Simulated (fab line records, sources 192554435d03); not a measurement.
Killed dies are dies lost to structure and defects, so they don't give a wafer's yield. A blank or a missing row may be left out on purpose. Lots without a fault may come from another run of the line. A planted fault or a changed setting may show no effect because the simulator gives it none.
Chamber matching | flow n5_finfet | N5_BEOL_M10_STRIP_36 on rie_diel-04: 4 sister chambers
The step strips in N2/H2. 14 wafers are shown with their chamber, then 7 later ones without.

WAFERS WITH THEIR CHAMBER
wafer  | chamber | showerhead_plenum_p_Torr (Torr) | drypump_motor_current_A (A) | oes_product_au (a.u.)
L077.2 | 2       | 2.60                            | 5.7                         | 0.90
L077.4 | 2       | 2.60                            | 5.8                         | 0.90
L077.5 | 3       | 2.62                            | 5.6                         | 0.70
L078.3 | 2       | 2.60                            | 5.7                         | 0.89
L078.4 | 2       | 2.60                            | 5.7                         | 0.91
L078.5 | 3       | 2.61                            | 5.6                         | 0.69
L080.1 | 1       | 2.53                            | 5.7                         | 0.74
L080.2 | 3       | 2.61                            | 5.6                         | 0.69
L080.5 | 1       | 2.53                            | 5.7                         | 0.76
L087.3 | 0       | 2.70                            | 6.6                         | 0.94
L087.4 | 1       | 2.53                            | 5.7                         | 0.74
L087.6 | 1       | 2.53                            | 5.7                         | 0.73
L086.4 | 0       | 2.70                            | 6.7                         | 0.94
L086.5 | 0       | 2.71                            | 6.6                         | 0.95

SIGNATURES (means of the wafers above)
reading                  | chamber 0 | chamber 1 | chamber 2 | chamber 3 | scatter within a chamber
showerhead_plenum_p_Torr | 2.7033    | 2.5300    | 2.6000    | 2.6133    | 0.00365
drypump_motor_current_A  | 6.633     | 5.700     | 5.725     | 5.600     | 0.0376
oes_product_au           | 0.9433    | 0.7425    | 0.9000    | 0.6933    | 0.00899
Rule: a wafer's distance from a chamber is the root of the sum, over the readings, of the square of ((its reading less the chamber's mean) divided by the reading's scatter). The wafer belongs to the nearest chamber; if the next one is less than 2 further off, it can't be placed. The scatter: the root of (the sum of the squares of (reading less its chamber's mean) over the shown wafers, divided by (wafers less chambers)).

WAFERS WITHOUT THEIR CHAMBER
wafer  | showerhead_plenum_p_Torr (Torr) | drypump_motor_current_A (A) | oes_product_au (a.u.)
L086.6 | 2.60                            | 5.7                         | 0.70
L093.2 | 2.58                            | 5.7                         | 0.81
L093.4 | 2.52                            | 5.7                         | 0.73
L093.6 | 2.58                            | 5.8                         | 0.84
L095.2 | 2.70                            | 6.6                         | 0.91
L095.4 | 2.58                            | 5.7                         | 0.83
L095.6 | 2.70                            | 6.6                         | 0.91

WHICH CHAMBER EACH WENT THROUGH
wafer  | from the rows above | in truth
L086.6 | 3                   | 3
L093.2 | 2                   | 2
L093.4 | 1                   | 1
L093.6 | 2                   | 2
L095.2 | 0                   | 0
L095.4 | 2                   | 2
L095.6 | 0                   | 0
Placed correctly: 7 of 7. Can't be placed from these rows: 0. Placed wrongly: 0.
